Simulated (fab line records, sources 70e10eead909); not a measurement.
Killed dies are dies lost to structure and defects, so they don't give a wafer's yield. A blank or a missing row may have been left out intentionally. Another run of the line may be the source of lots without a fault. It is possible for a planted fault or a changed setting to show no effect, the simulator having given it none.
Matching of chambers	flow nand harc	NHARC_A_BONDPAD_ETCH_34 on rie diel-03: 4 sister chambers
The step etches the open film in N2/H2, target depth 60 nm, overetch 18 nm, time 65.91 s. 18 wafers are shown with their chamber, then 9 later ones without.

## EACH WAFER AND ITS CHAMBER
wafer	chamber	showerhead plenum p Torr (Torr)	rf vpp V (V)	oes product au (a.u.)
L470.2	2	2.03	429.3	0.996
L470.3	1	2.05	428.8	1.003
L470.5	2	2.03	431.1	1.002
L472.1	0	2.01	430.5	1.010
L472.2	1	2.05	431.5	1.016
L472.4	2	2.03	428.6	0.997
L474.1	1	2.05	430.1	1.007
L474.3	0	2.01	429.8	1.010
L474.5	2	2.03	430.0	1.009
L475.1	0	2.01	429.3	1.010
L475.2	2	2.03	429.3	1.004
L475.4	3	2.19	435.5	1.026
L487.2	1	2.04	428.6	1.007
L487.4	3	2.19	434.4	1.008
L487.5	2	2.03	429.7	1.004
L488.2	0	2.01	427.5	1.012
L488.5	2	2.03	429.8	0.994
L488.6	3	2.19	433.3	1.005

SIGNATURES (means of the wafers above)
reading	chamber 0	chamber 1	chamber 2	chamber 3	scatter within a chamber
showerhead plenum p Torr	2.0100	2.0475	2.0300	2.1900	0.00231
rf vpp V	429.275	429.750	429.686	434.400	1.08
oes product au	1.01050	1.00825	1.00086	1.01300	0.00612
Rule: for each reading, subtract the chamber's mean from the wafer's reading, divide by that reading's scatter and square the result; add these up over the readings and take the root, which gives the wafer's distance from the chamber. The wafer belongs to the nearest chamber; if the next one is less than 2 further off, it can't be placed. The scatter: take each reading less its chamber's mean, square it, sum over the shown wafers, divide by the number of wafers less the number of chambers, and take the root.

## WAFERS MISSING THEIR CHAMBER
wafer	showerhead plenum p Torr (Torr)	rf vpp V (V)	oes product au (a.u.)
L489.4	2.01	430.6	1.020
L489.5	2.03	430.3	0.996
L489.6	2.19	434.4	1.005
L490.2	2.01	427.7	1.005
L490.3	2.19	434.9	0.998
L490.4	2.04	430.9	1.003
L491.1	2.04	431.7	1.014
L491.2	2.19	434.6	0.997
L491.5	2.04	430.9	1.005

## WHICH CHAMBER EACH WENT THROUGH
wafer	from the rows above	in truth
L489.4	0	0
L489.5	2	2
L489.6	3	3
L490.2	0	0
L490.3	3	3
L490.4	can't be placed: 1 or 2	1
L491.1	can't be placed: 1 or 2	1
L491.2	3	3
L491.5	can't be placed: 1 or 2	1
Placed correctly: 6 of 9. Can't be placed from these rows: 3 (the true chamber is among the candidates in 3). Number placed wrongly: 0.
